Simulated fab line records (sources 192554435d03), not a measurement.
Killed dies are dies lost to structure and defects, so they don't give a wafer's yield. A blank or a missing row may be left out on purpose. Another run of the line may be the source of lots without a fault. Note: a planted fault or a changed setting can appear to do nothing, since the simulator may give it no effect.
Matching of chambers -- flow n5_finfet -- 4 sister chambers for N5_BEOL_M13_CMP_49 on cmp-01
The step polishes, stops on SiOC, t overpolish 17.1 s, target thk 420 nm. 4 wafers are shown with their chamber, then 7 later ones without.

WAFERS WITH THEIR CHAMBER
wafer,chamber,motor_current_A (A)
L087.2,1,5.3
L087.6,2,5.3
L091.4,3,5.6
L091.5,0,6.5

WAFERS MISSING THEIR CHAMBER
wafer,motor_current_A (A)
L091.6,5.4
L094.1,5.3
L094.3,5.7
L094.6,6.3
L097.1,5.5
L097.4,6.3
L097.6,6.0

WHICH CHAMBER EACH ONE RAN IN
wafer,from the rows above,in truth
L091.6,can't be placed: 1 or 2 or 3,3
L094.1,can't be placed: 1 or 2 or 3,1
L094.3,can't be placed: 3 or 1 or 2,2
L094.6,0,0
L097.1,can't be placed: 3 or 1 or 2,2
L097.4,0,0
L097.6,can't be placed: 3 or 0 or 1 or 2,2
Correct placement for 2 of the 7. Cannot be placed on the basis of these rows: 5; the candidates contain the true chamber in 5. 0 placed wrongly.
How it was worked out, from the rows above alone: a wafer's distance from a chamber is the root of the sum, over the readings, of the square of ((its reading less the chamber's mean) divided by the reading's scatter). The wafer belongs to the nearest chamber; if the next one is less than 2 further off, it can't be placed. For every chamber, the mean is computed from those of its wafers that are shown. The scatter (one wafer shown for each chamber): square how far every hidden wafer sits from the nearest shown wafer, average those squares and take the square root.
